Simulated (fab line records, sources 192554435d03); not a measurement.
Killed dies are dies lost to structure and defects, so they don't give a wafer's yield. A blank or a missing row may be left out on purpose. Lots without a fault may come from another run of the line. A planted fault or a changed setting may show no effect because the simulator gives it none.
Chamber matching | flow n5_finfet | N5_FIN_SAQP_ETCH_34 on rie_diel-01: 4 sister chambers
The step etches SiO2 in C4F6/O2, target depth 45 nm, time 15 s. 4 wafers are shown with their chamber, then 7 later ones without.

WAFERS WITH THEIR CHAMBER
wafer  | chamber | rf_vpp_V (V)
L079.4 | 1       | 682
L085.4 | 0       | 645
L088.2 | 3       | 685
L088.4 | 2       | 658

WAFERS WITHOUT THEIR CHAMBER
wafer  | rf_vpp_V (V)
L088.6 | 685
L092.3 | 645
L092.4 | 658
L092.5 | 683
L096.1 | 684
L096.2 | 644
L096.3 | 658

WHICH CHAMBER EACH WENT THROUGH
wafer  | from the rows above     | in truth
L088.6 | 3                       | 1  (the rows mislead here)
L092.3 | 0                       | 0
L092.4 | 2                       | 2
L092.5 | can't be placed: 1 or 3 | 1
L096.1 | can't be placed: 3 or 1 | 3
L096.2 | 0                       | 0
L096.3 | 2                       | 2
Placed correctly: 4 of 7. Can't be placed from these rows: 2 (the true chamber is among the candidates in 2). Placed wrongly: 1.
How it was worked out, from the rows above alone: a wafer's distance from a chamber is the root of the sum, over the readings, of the square of ((its reading less the chamber's mean) divided by the reading's scatter). The wafer belongs to the nearest chamber; if the next one is less than 2 further off, it can't be placed. A chamber's mean is the mean of its shown wafers. The scatter: with one shown wafer a chamber, the root of the mean of the squares of how far each hidden wafer lies from its nearest shown one.
